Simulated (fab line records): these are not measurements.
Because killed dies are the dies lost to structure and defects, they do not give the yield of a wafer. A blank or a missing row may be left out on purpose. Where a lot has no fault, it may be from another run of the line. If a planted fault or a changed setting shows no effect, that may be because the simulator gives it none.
fab line records	flow n5Finfet
[record] lots = 7	wafers = 21
route steps=1938 shown BEOL_M5@1120 BEOL_M6@1239 BEOL_M7@1289 BEOL_M9@1419
startH: hours from the record's opening day to when the first of the lot's shown wafers began	waitH: hours from the lot's prior step to this one	" repeats the value in the row above	L1.1+2: several wafers, shown together as one row	- no value, or no start was given	* or withheld: withheld	< > ~ a bound
route shown NAME@n: NAME is a module with steps in the file, n the number in the route of the first one	usual: mean/standard deviation taken from wafers without a fault	same: alike in all rows	chamber/n: place in a boat	sites: each site's reading	_std_site: standard deviation of those values	_edge_site: outer sites' mean less inner sites'	radiusMm: how far each site lies from the wafer's centre	mask NAME#n: copy n	behind: the most recent tool/chamber to have shaped the wafer	hold: reason for holding the lot/hours on hold/outcome of the hold	device: which transistor (n, p or np) failed to switch	end of line: the same wafers' tests at the end of the route	a step given without rows: its recipe and nothing more	killed: at the first sort, the dies lost to defects and structure; wafer yield is something else	map: dies across one wafer; x = killed, . = not, _ = none there
set.NAME: the setting as run; set.NAME@STEP: as run at that earlier step	model.NAME: the simulator's own value behind a step, which no gauge read
lots whose settings were changed on purpose; a table a step, a row a wafer
[[steps]]
[step N5_BEOL_M5_COAT_05]
[recipe] resist = CAR-EUV	spinRpm = 1500	resistThkNm = 30
lot.wafer	tool	chamber	startH	waitH	set.spinRpm	model.CAR-EUV_of_BEOL_M5_COAT_05.thkNm
L083.2+6	lithoTrack-03	0	-	-	1570	29.4
L083.5	"	0	"	"	1500	30
L084.2	lithoTrack-02	0	-	-	1428	31
L084.4+5	"	0	"	"	1500	30.2
L086.1+4+6	lithoTrack-05	0	-	-	1500	30.2
L089.1	lithoTrack-05	0	-	-	1561	29.4
L089.4+5	"	0	"	"	1500	30
L091.1+3	lithoTrack-05	0	-	-	1500	30
L091.2	"	0	"	"	1665	28.4
L093.1+6	lithoTrack-03	0	-	-	1500	30.2
L093.4	"	0	"	"	1334	32
L096.4	lithoTrack-03	0	-	-	1500	30
L096.5+6	"	0	"	"	1341	31.8
[step N5_BEOL_M5_EBR_07]
[recipe] solvent = PGMEA	ebrWidthMm = 1.5
[step N5_BEOL_M5_SOFTBAKE_06]
[recipe] tempC = 110	timeS = 60	resist = CAR-EUV
[step N5_BEOL_M5_DESCUM_16]
[recipe] chemistry = O2	timeS = 7	sourcePowerW = 50	biasPowerW = 20	pressureMtorr = 20	rfFrequencyHz = 2.712e+07	tempC = 40	resist = CAR-EUV	o2FlowSccm = 225
[step N5_BEOL_M5_ETCH_72]
[recipe] chemistry = N2/H2	target = underlayer	targetDepthA = 65	maskMaterial = CAR-EUV	timeS = 5.2	ionEnergyEv = 200	pressureMtorr = 30	sourceW = 840	biasW = 150	n2FlowSccm = 200	h2FlowSccm = 200	ends = cleared
lot.wafer	tool	chamber	startH	waitH	set.spinRpm@BEOL_M5_COAT_71	model.etch.depthNm
L083.2	rieDiel-01	1	221.68	0.0	1500	5.018
L083.5	"	2	"	"	1369	5.24
L083.6	"	1	"	"	1369	5.249
L084.2	rieDiel-01	2	224.78	0.0	1500	5.034
L084.4	"	1	"	"	1500	5.03
L084.5	"	3	"	"	1500	5.043
L086.1	rieDiel-02	3	244.68	0.0	1500	5.031
L086.4	"	1	"	"	1500	5.024
L086.6	"	3	"	"	1500	5.027
L089.1	rieDiel-04	0	264.44	0.0	1500	5.005
L089.4	"	3	"	"	1597	4.856
L089.5	"	3	"	"	1500	5.004
L091.1	rieDiel-02	0	267.04	0.0	1500	4.988
L091.2	"	2	"	"	1500	4.994
L091.3	"	3	"	"	1500	4.979
L093.1	rieDiel-02	3	278.29	0.0	1500	5.021
L093.4	"	2	"	"	1500	5
L093.6	"	2	"	"	1632	4.806
L096.4	rieDiel-02	3	310.41	0.0	1500	5.021
L096.5	"	3	"	"	1500	5.012
L096.6	"	0	"	"	1620	4.837
[step N5_BEOL_M6_TRENCH_ETCH_37]
[recipe] chemistry = C4F6/O2	targetDepthA = 944.35	target = SiCOH_lowk	timeS = 31.5	ionEnergyEv = 250	pressureMtorr = 30	sourceW = 345	biasW = 185	Ar_flow_sccm = 300	C4F6_flow_sccm = 10	O2_flow_sccm = 10
lot.wafer	tool	chamber	startH	waitH	set.timeS	model.etch.depthNm	model.BEOL_M6.featureDepthNm
L083.2	rieDiel-05	1	-	-	31.5	93.47	93.4
L083.5	"	3	"	"	36.87	115.3	115.4
L083.6	"	0	"	"	31.5	94.05	94
L084.2	rieDiel-03	3	-	-	36.97	111.8	111.8
L084.4	"	1	"	"	31.5	96.51	96.6
L084.5	"	0	"	"	31.5	95.42	95.4
L086.1	rieDiel-06	0	-	-	31.5	95.1	95
L086.4	"	0	"	"	31.5	94.8	94.8
L086.6	"	2	"	"	31.5	92.78	92.8
L089.1	rieDiel-06	1	-	-	25.28	75.54	75.6
L089.4	"	0	"	"	25.28	75.51	75.6
L089.5	"	2	"	"	31.5	92.49	92.4
L091.1	rieDiel-03	0	-	-	31.5	96.79	96.8
L091.2	"	3	"	"	36.17	110	110
L091.3	"	1	"	"	36.17	111.7	111.6
L093.1	rieDiel-06	2	-	-	31.5	93.55	93.6
L093.4	"	0	"	"	31.5	93.54	93.6
L093.6	"	2	"	"	26.59	78.05	78
L096.4+6	rieDiel-03	3,0	-	-	28.85	86.86	86.8
L096.5	"	3	"	"	31.5	94.88	94.8
[step N5_BEOL_M6_ETCH_41]
[recipe] chemistry = CH3F/O2	target = SiCN	targetDepthA = 297	taperDeg = 2	timeS = 52	ionEnergyEv = 120	maskMaterial = TiN	pressureMtorr = 30	sourceW = 395	biasW = 75	Ar_flow_sccm = 150	CH3F_flow_sccm = 30	O2_flow_sccm = 20
[step N5_BEOL_M6_STRIP_80]
[recipe] chemistry = N2/H2	timeS = 10	powerW = 450	tempC = 40	pressureMtorr = 20	rfFrequencyHz = 6e+07	biasPowerW = 7	n2FlowSccm = 200	h2FlowSccm = 200
[step N5_BEOL_M6_OCD_MEAS_38]
[usual] trenchDepthNm = 94.8/1.5
lot.wafer	tool	chamber	startH	waitH	set.timeS@BEOL_M6_TRENCH_ETCH_37	trenchDepthNm
L083.2	ocd-02	-	235.37	-	31.5	93.9
L083.5	"	-	"	"	36.87	115.2
L083.6	"	-	"	"	31.5	94.4
L084.2	ocd-01	-	237.79	-	36.97	111.6
L084.4	"	-	"	"	31.5	96.5
L084.5	"	-	"	"	31.5	95.3
L086.1	ocd-01	-	257.91	-	31.5	95.0
L086.4	"	-	"	"	31.5	94.6
L086.6	"	-	"	"	31.5	93.0
L089.1	ocd-02	-	277.41	-	25.28	75.5
L089.4	"	-	"	"	25.28	75.7
L089.5	"	-	"	"	31.5	92.4
L091.1	ocd-01	-	283.64	-	31.5	96.5
L091.2	"	-	"	"	36.17	109.7
L091.3	"	-	"	"	36.17	112.0
L093.1	ocd-01	-	293.43	-	31.5	93.3
L093.4	"	-	"	"	31.5	93.5
L093.6	"	-	"	"	26.59	78.5
L096.4	ocd-01	-	325.78	-	28.85	86.7
L096.5	"	-	"	"	31.5	95.0
L096.6	"	-	"	"	28.85	86.5
[step N5_BEOL_M6_HM_STRIP_39]
[recipe] chemistry = peroxideTinStrip	material = TiN	targetDepthA = 250	tempC = 50	timeS = 158
[step N5_BEOL_M6_SRD_40]
[recipe] timeS = 30	tempC = 23	rinseLiquid = diw	dry = ipaMarangoni
[step N5_BEOL_M6_ECD_50]
[recipe] material = Cu	targetThkA = 3000
[step N5_BEOL_M6_ANNEAL_51]
[recipe] tempC = 225	timeS = 90	ambient = N2
[step N5_BEOL_M6_CMP_52]
[recipe] stopOn = SiCOH_lowk	tOverpolishS = 6.9	downForcePsi = 1	platenRpm = 50	clearingPlatenDownForcePsi = 1.5	clearingPlatenRpm = 50	postCmpClean = cuAlkaline	targetThkNm = 80	clearingPlatenPadVelocityMS = 0.99484	padVelocityMS = 0.99484
lot.wafer	tool	chamber	startH	waitH	set.timeS@BEOL_M6_TRENCH_ETCH_37	model.Cu_of_BEOL_M6_ECD_50.thkNm
L083.2	cmp-01	0	238.57	0.2	31.5	77.6
L083.6	"	0	"	"	31.5	79.2
L083.5	"	1	"	"	36.87	101.6
L084.2	cmp-01	0	239.89	0.2	36.97	98.4
L084.4	"	3	"	"	31.5	82.8
L084.5	"	0	"	"	31.5	81
L086.4	cmp-03	0	260.57	0.2	31.5	81.2
L086.1	"	1	"	"	31.5	80.6
L086.6	"	3	"	"	31.5	76.6
L089.1	cmp-04	2	281.54	0.3	25.28	62.6
L089.4	"	3	"	"	25.28	62.2
L089.5	"	1	"	"	31.5	79.4
L091.3	cmp-03	2	286.93	0.2	36.17	97.2
L091.1	"	0	"	"	31.5	83.2
L091.2	"	1	"	"	36.17	97.6
L093.4	cmp-04	3	295.50	0.1	31.5	79
L093.1	"	1	"	"	31.5	78
L093.6	"	3	"	"	26.59	64
L096.4	cmp-04	2	328.53	0.2	28.85	73
L096.5	"	3	"	"	31.5	81.6
L096.6	"	0	"	"	28.85	71.4
[step N5_BEOL_M6_THK_MEAS_53]
[recipe] thkMeasGauge = xrf	reads = Cu_of_BEOL_M6_ECD_50
[usual] M6_THK = 79.7/2
lot.wafer	tool	chamber	startH	waitH	set.timeS@BEOL_M6_TRENCH_ETCH_37	M6_THK[nm]
L083.2	filmMetro-01	-	238.87	-	31.5	76.9
L083.5	"	-	"	"	36.87	101.1
L083.6	"	-	"	"	31.5	78.6
L084.2	filmMetro-01	-	240.18	-	36.97	97.6
L084.4	"	-	"	"	31.5	82.0
L084.5	"	-	"	"	31.5	80.5
L086.1	filmMetro-01	-	261.05	-	31.5	81.1
L086.4	"	-	"	"	31.5	81.6
L086.6	"	-	"	"	31.5	77.1
L089.1	filmMetro-02	-	281.80	-	25.28	62.2
L089.4	"	-	"	"	25.28	62.0
L089.5	"	-	"	"	31.5	78.9
L091.1	filmMetro-02	-	287.22	-	31.5	82.2
L091.2	"	-	"	"	36.17	96.0
L091.3	"	-	"	"	36.17	96.1
L093.1	filmMetro-01	-	295.80	-	31.5	78.4
L093.4	"	-	"	"	31.5	79.3
L093.6	"	-	"	"	26.59	64.4
L096.4	filmMetro-02	-	328.71	-	28.85	72.5
L096.5	"	-	"	"	31.5	80.9
L096.6	"	-	"	"	28.85	70.5
[step N5_BEOL_M6_PRE_CLEAN_55]
[recipe] gas = NH3	timeS = 15	tempC = withheld	rfPowerW = 300
[step N5_BEOL_M6_DEP_56]
[recipe] material = SiCN	targetThkA = 100	tempC = withheld	precursor = 3MS/NH3	pressureTorr = 3	rfW = 202	timeS = 17.5
[step N5_BEOL_M6_RS_MEAS_57]
[recipe] thkMeasGauge = four-point-probe	reads = Cu_of_BEOL_M6_ECD_50+Co_of_BEOL_M6_CVD_78+TaN_of_BEOL_M6_ALD_77
[usual] M6_RS = 0.285/0.0082
lot.wafer	tool	chamber	startH	waitH	set.timeS@BEOL_M6_TRENCH_ETCH_37	M6_RS[ohm/sq]
L083.2	filmMetro-02	-	239.03	0.1	31.5	0.296
L083.5	"	-	"	"	36.87	0.216
L083.6	"	-	"	"	31.5	0.288
L084.2	filmMetro-01	-	240.32	0.1	36.97	0.224
L084.4	"	-	"	"	31.5	0.275
L084.5	"	-	"	"	31.5	0.282
L086.1	filmMetro-01	-	261.18	0.1	31.5	0.284
L086.4	"	-	"	"	31.5	0.280
L086.6	"	-	"	"	31.5	0.300
L089.1	filmMetro-01	-	281.93	0.1	25.28	0.384
L089.4	"	-	"	"	25.28	0.386
L089.5	"	-	"	"	31.5	0.289
L091.1	filmMetro-02	-	287.35	0.1	31.5	0.273
L091.2	"	-	"	"	36.17	0.226
L091.3	"	-	"	"	36.17	0.227
L093.1	filmMetro-01	-	295.93	0.1	31.5	0.294
L093.4	"	-	"	"	31.5	0.290
L093.6	"	-	"	"	26.59	0.373
L096.4	filmMetro-02	-	328.85	0.0	28.85	0.318
L096.5	"	-	"	"	31.5	0.279
L096.6	"	-	"	"	28.85	0.326
[step N5_BEOL_M7_COAT_71]
[recipe] resist = underlayer	tempC = 205	timeS = 60	spinRpm = 1500	resistThkNm = 5
lot.wafer	tool	chamber	startH	waitH	set.spinRpm
L083.2+5	lithoTrack-05	0	-	-	1500
L083.6	"	0	"	"	1431
L084.2+4	lithoTrack-05	0	-	-	1589
L084.5	"	0	"	"	1500
L086.1+4+6	lithoTrack-04	0	-	-	1500
L089.1	lithoTrack-04	0	-	-	1582
L089.4+5	"	0	"	"	1500
L091.1+2+3	lithoTrack-02	0	-	-	1500
L093.1+6	lithoTrack-04	0	-	-	1594
L093.4	"	0	"	"	1500
L096.4+6	lithoTrack-04	0	-	-	1390
L096.5	"	0	"	"	1500
[step N5_BEOL_M7_EXPOSE_25]
[recipe] maskId = V6	na = 0.33	sourceShape = annular	sigmaInner = 0.4	sigmaOuter = 0.8	polarization = unpolarized	targetCdNm = 40	doseMj = 42.5
lot.wafer	tool	chamber	startH	waitH	mask	set.doseMj
L083.2	euvScanner-01	0	242.18	-	V6#0	39.95
L083.5+6	"	0	"	"	V6#0	42.5
L084.2+4+5	euvScanner-01	0	243.06	-	V6#0	40.54
L086.1+4+6	euvScanner-01	0	265.64	-	V6#0	42.5
L089.1+4+5	euvScanner-01	0	285.60	-	V6#0	42.5
L091.1+3	euvScanner-02	0	292.87	-	V6#0	41.24
L091.2	"	0	"	"	V6#0	42.5
L093.1	euvScanner-02	0	300.57	-	V6#0	44.65
L093.4+6	"	0	"	"	V6#0	42.5
L096.4	euvScanner-02	0	333.66	-	V6#0	40.83
L096.5+6	"	0	"	"	V6#0	42.5
[step N5_BEOL_M7_PEB_26]
[recipe] pebTempC = 100	pebTimeS = 60	resist = CAR-EUV
[step N5_BEOL_M7_DEVELOP_27]
[recipe] developTimeS = 30	developer = TMAH	resist = CAR-EUV	rinseLiquid = surfactantRinse	dry = airSpin	devTempC = 23
[step N5_BEOL_M7_DESCUM_33]
[recipe] chemistry = O2	timeS = 7	sourcePowerW = 50	biasPowerW = 20	pressureMtorr = 20	rfFrequencyHz = 2.712e+07	tempC = 40	resist = CAR-EUV	o2FlowSccm = 225
lot.wafer	tool	chamber	startH	waitH	set.doseMj@BEOL_M7_EXPOSE_25	model.BEOL_M7.cdNm
L083.2	rieDiel-01	0	242.66	0.3	39.95	39
L083.5+6	"	2,3	"	"	42.5	40.2
L084.2+5	rieDiel-04	2,1	243.31	0.0	40.54	38.8
L084.4	"	3	"	"	40.54	39
L086.1+4	rieDiel-01	3,2	265.95	0.1	42.5	40.2
L086.6	"	0	"	"	42.5	40.6
L089.1+4	rieDiel-02	1,3	285.85	0.0	42.5	39.8
L089.5	"	2	"	"	42.5	40
L091.1	rieDiel-04	0	293.13	0.0	41.24	39.4
L091.2	"	1	"	"	42.5	39.8
L091.3	"	2	"	"	41.24	39.2
L093.1	rieDiel-01	0	300.86	0.1	44.65	41.2
L093.4	"	2	"	"	42.5	40.2
L093.6	"	1	"	"	42.5	40
L096.4	rieDiel-02	1	334.07	0.2	40.83	39
L096.5	"	0	"	"	42.5	40
L096.6	"	3	"	"	42.5	39.8
[step N5_BEOL_M7_ETCH_72]
[recipe] chemistry = N2/H2	target = underlayer	targetDepthA = 65	maskMaterial = CAR-EUV	timeS = 5.2	ionEnergyEv = 200	pressureMtorr = 30	sourceW = 840	biasW = 150	n2FlowSccm = 200	h2FlowSccm = 200	ends = cleared
lot.wafer	tool	chamber	startH	waitH	set.spinRpm@BEOL_M7_COAT_71	set.doseMj@BEOL_M7_EXPOSE_25	model.BEOL_M7.cdNm	model.etch.depthNm
L083.2	rieDiel-01	0	242.69	0.0	1500	39.95	39.2	5
L083.5	"	2	"	"	1500	42.5	40	4.995
L083.6	"	3	"	"	1431	42.5	40.2	5.126
L084.2	rieDiel-04	2	243.35	0.0	1589	40.54	38.8	4.834
L084.4	"	3	"	"	1589	40.54	39	4.853
L084.5	"	1	"	"	1500	40.54	39	4.984
L086.1	rieDiel-01	3	265.98	0.0	1500	42.5	40.2	4.985
L086.4	"	2	"	"	1500	42.5	40.2	4.988
L086.6	"	0	"	"	1500	42.5	40.6	4.988
L089.1	rieDiel-02	1	285.89	0.0	1582	42.5	39.8	4.876
L089.4	"	3	"	"	1500	42.5	39.8	5.015
L089.5	"	2	"	"	1500	42.5	40	4.996
L091.1	rieDiel-04	0	293.16	0.0	1500	41.24	39.4	5.012
L091.2	"	1	"	"	1500	42.5	39.8	5.005
L091.3	"	2	"	"	1500	41.24	39.2	4.995
L093.1	rieDiel-01	0	300.89	0.0	1594	44.65	41.2	4.84
L093.4	"	2	"	"	1500	42.5	40.2	4.973
L093.6	"	1	"	"	1594	42.5	40	4.835
L096.4	rieDiel-02	1	334.09	0.0	1390	40.83	39	5.193
L096.5	"	0	"	"	1500	42.5	39.8	5.01
L096.6	"	3	"	"	1390	42.5	39.8	5.22
[step N5_BEOL_M7_ETCH_65]
[recipe] chemistry = CF4	target = SiARC	targetDepthA = 156	maskMaterial = CAR-EUV	timeS = 26	ionEnergyEv = 80	pressureMtorr = 40	sourceW = 545	biasW = 36	Ar_flow_sccm = 100	cf4FlowSccm = 100	ends = cleared
lot.wafer	tool	chamber	startH	waitH	set.doseMj@BEOL_M7_EXPOSE_25	model.BEOL_M7.cdNm
L083.2	rieDiel-01	0	242.71	0.0	39.95	39.2
L083.5	"	2	"	"	42.5	40
L083.6	"	3	"	"	42.5	40.2
L084.2+4+5	rieDiel-04	2,3,1	243.36	0.0	40.54	38.8
L086.1+4	rieDiel-01	3,2	266.00	0.0	42.5	40.2
L086.6	"	0	"	"	42.5	40.6
L089.1	rieDiel-02	1	285.90	0.0	42.5	39.8
L089.4	"	3	"	"	42.5	39.6
L089.5	"	2	"	"	42.5	40
L091.1	rieDiel-04	0	293.18	0.0	41.24	39.4
L091.2	"	1	"	"	42.5	39.8
L091.3	"	2	"	"	41.24	39.2
L093.1	rieDiel-01	0	300.91	0.0	44.65	41.4
L093.4+6	"	2,1	"	"	42.5	40
L096.4	rieDiel-02	1	334.12	0.0	40.83	39
L096.5+6	"	0,3	"	"	42.5	39.8
[step N5_BEOL_M7_ETCH_66]
[recipe] chemistry = N2/H2	target = SOC	targetDepthA = 800	overetchA = 160	maskMaterial = SiARC	tempC = 40	timeS = 120	ionEnergyEv = 200	pressureMtorr = 30	sourceW = 840	biasW = 150	n2FlowSccm = 200	h2FlowSccm = 200
lot.wafer	tool	chamber	startH	waitH	set.doseMj@BEOL_M7_EXPOSE_25	model.BEOL_M7.cdNm
L083.2	rieDiel-01	0	242.74	0.0	39.95	39
L083.5+6	"	2,3	"	"	42.5	40
L084.2+5	rieDiel-04	2,1	243.39	0.0	40.54	39
L084.4	"	3	"	"	40.54	38.6
L086.1	rieDiel-01	3	266.03	0.0	42.5	40.2
L086.4	"	2	"	"	42.5	40
L086.6	"	0	"	"	42.5	40.6
L089.1+5	rieDiel-02	1,2	285.93	0.0	42.5	40.2
L089.4	"	3	"	"	42.5	39.6
L091.1	rieDiel-04	0	293.21	0.0	41.24	39.4
L091.2	"	1	"	"	42.5	40
L091.3	"	2	"	"	41.24	39.2
L093.1	rieDiel-01	0	300.94	0.0	44.65	41.4
L093.4+6	"	2,1	"	"	42.5	40.2
L096.4	rieDiel-02	1	334.17	0.0	40.83	39
L096.5+6	"	0,3	"	"	42.5	39.6
[step N5_BEOL_M9_ETCH_62]
[recipe] chemistry = N2/H2	target = SOC	targetDepthA = 1100	overetchA = 220	maskMaterial = SiARC	tempC = 40	timeS = 165	ionEnergyEv = 200	pressureMtorr = 30	sourceW = 840	biasW = 150	n2FlowSccm = 200	h2FlowSccm = 200
[usual] rfVppV = 524.5/2.6
lot.wafer	tool	chamber	startH	waitH	set.sourceW	rfVppV
L084.2	rieDiel-01	0	260.81	0.0	783.1	540.7
L084.4	"	2	"	"	783.1	536.8
L084.5	"	1	"	"	840	522.2
L083.2	rieDiel-02	2	261.02	0.0	840	524.3
L083.5	"	1	"	"	840	525.9
L083.6	"	2	"	"	840	522.7
L086.1	rieDiel-04	1	282.14	0.0	840	525.3
L086.4	"	3	"	"	840	520.0
L086.6	"	1	"	"	840	525.9
L089.1	rieDiel-01	1	301.70	0.0	840	522.8
L089.4	"	2	"	"	840	524.7
L089.5	"	2	"	"	840	522.7
L091.1	rieDiel-04	0	307.05	0.0	840	522.9
L091.2	"	1	"	"	925.1	508.9
L091.3	"	2	"	"	925.1	511.1
L093.1	rieDiel-02	1	314.03	0.0	840	525.0
L093.4	"	3	"	"	840	519.9
L093.6	"	1	"	"	771.8	540.0
L096.4	rieDiel-01	0	345.42	0.0	951.1	505.4
L096.5	"	3	"	"	840	524.7
L096.6	"	2	"	"	840	522.0
[step N5_BEOL_M9_COAT_22]
[recipe] resist = CAR-EUV	spinRpm = 1500	resistThkNm = 30
lot.wafer	tool	chamber	startH	waitH	set.spinRpm	model.CAR-EUV_of_BEOL_M9_COAT_22.thkNm
L083.2+5+6	lithoTrack-01	0	-	-	1500	30
L084.2+5	lithoTrack-04	0	-	-	1500	30
L084.4	"	0	"	"	1608	29
L086.1+4+6	lithoTrack-04	0	-	-	1500	30
L089.1	lithoTrack-01	0	-	-	1611	29
L089.4	"	0	"	"	1500	29.8
L089.5	"	0	"	"	1500	30
L091.1+2	lithoTrack-04	0	-	-	1500	29.8
L091.3	"	0	"	"	1589	29
L093.1+6	lithoTrack-01	0	-	-	1454	30.6
L093.4	"	0	"	"	1500	30.2
L096.4+5+6	lithoTrack-02	0	-	-	1500	30
[step N5_BEOL_M9_EBR_24]
[recipe] solvent = PGMEA	ebrWidthMm = 1.5
[step N5_BEOL_M9_SOFTBAKE_23]
[recipe] tempC = 110	timeS = 60	resist = CAR-EUV
[step N5_BEOL_M9_EXPOSE_25]
[recipe] maskId = V8	na = 0.33	sourceShape = annular	sigmaInner = 0.4	sigmaOuter = 0.8	polarization = unpolarized	doseMj = 37.25
[step N5_BEOL_M9_PEB_26]
[recipe] pebTempC = 100	pebTimeS = 60	resist = CAR-EUV
[step N5_BEOL_M9_DEVELOP_27]
[recipe] developTimeS = 30	developer = TMAH	resist = CAR-EUV	rinseLiquid = surfactantRinse	dry = airSpin	devTempC = 23
lot.wafer	tool	chamber	startH	waitH	set.spinRpm@BEOL_M9_COAT_22	model.CAR-EUV_of_BEOL_M9_COAT_22.thkNm
L083.2	lithoTrack-04	0	-	-	1500	29.6
L083.5+6	"	0	"	"	1500	29.4
L084.2+5	lithoTrack-01	0	-	-	1500	29.6
L084.4	"	0	"	"	1608	28.6
L086.1+4+6	lithoTrack-01	0	-	-	1500	29.6
L089.1	lithoTrack-02	0	-	-	1611	28.4
L089.4	"	0	"	"	1500	29.4
L089.5	"	0	"	"	1500	29.6
L091.1+2	lithoTrack-02	0	-	-	1500	29.4
L091.3	"	0	"	"	1589	28.6
L093.1+6	lithoTrack-02	0	-	-	1454	30
L093.4	"	0	"	"	1500	29.6
L096.4+5	lithoTrack-01	0	-	-	1500	29.6
L096.6	"	0	"	"	1500	29.4
[[key]]
[split] step = N5_BEOL_M5_COAT_05	setting = spinRpm	stated = 1500	by = wafer
[response] step = N5_BEOL_M5_COAT_05	reading = model.CAR-EUV_of_BEOL_M5_COAT_05.thkNm	change = -0.157	per = 1%	r = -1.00
[split] step = N5_BEOL_M6_TRENCH_ETCH_37	setting = timeS	stated = 31.5	by = wafer
[response] step = N5_BEOL_M6_TRENCH_ETCH_37	reading = model.etch.depthNm	change = +0.987	per = 1%	r = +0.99
[response] step = N5_BEOL_M6_TRENCH_ETCH_37	reading = model.BEOL_M6.featureDepthNm	change = +0.986	per = 1%	r = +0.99
[response] step = N5_BEOL_M6_OCD_MEAS_38	reading = trenchDepthNm	change = +0.976	per = 1%	r = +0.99
[response] step = N5_BEOL_M6_CMP_52	reading = model.Cu_of_BEOL_M6_ECD_50.thkNm	change = +1.01	per = 1%	r = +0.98
[response] step = N5_BEOL_M6_THK_MEAS_53	reading = M6_THK	change = +1.01	per = 1%	r = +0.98
[response] step = N5_BEOL_M6_RS_MEAS_57	reading = M6_RS	change = -0.00424	per = 1%	r = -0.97
[split] step = N5_BEOL_M7_COAT_71	setting = spinRpm	stated = 1500	by = wafer
[response] step = N5_BEOL_M7_ETCH_72	reading = model.etch.depthNm	change = -0.0247	per = 1%	r = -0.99
[split] step = N5_BEOL_M7_EXPOSE_25	setting = doseMj	stated = 42.5	by = wafer
[response] step = N5_BEOL_M7_DESCUM_33	reading = model.BEOL_M7.cdNm	change = +0.207	per = 1%	r = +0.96
[response] step = N5_BEOL_M7_ETCH_72	reading = model.BEOL_M7.cdNm	change = +0.182	per = 1%	r = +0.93
[response] step = N5_BEOL_M7_ETCH_65	reading = model.BEOL_M7.cdNm	change = +0.199	per = 1%	r = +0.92
[response] step = N5_BEOL_M7_ETCH_66	reading = model.BEOL_M7.cdNm	change = +0.192	per = 1%	r = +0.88
[split] step = N5_BEOL_M9_ETCH_62	setting = sourceW	stated = 840	by = wafer
[response] step = N5_BEOL_M9_ETCH_62	reading = rfVppV	change = -1.6	per = 1%	r = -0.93
[split] step = N5_BEOL_M9_COAT_22	setting = spinRpm	stated = 1500	by = wafer
[response] step = N5_BEOL_M9_COAT_22	reading = model.CAR-EUV_of_BEOL_M9_COAT_22.thkNm	change = -0.131	per = 1%	r = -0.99
[response] step = N5_BEOL_M9_DEVELOP_27	reading = model.CAR-EUV_of_BEOL_M9_COAT_22.thkNm	change = -0.141	per = 1%	r = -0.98
split outsideThisFile step=N5_BEOL_M5_COAT_71 setting=spinRpm
// split outsideThisFile: this setting was split too, and the file shows its column; the key of that split is in another file
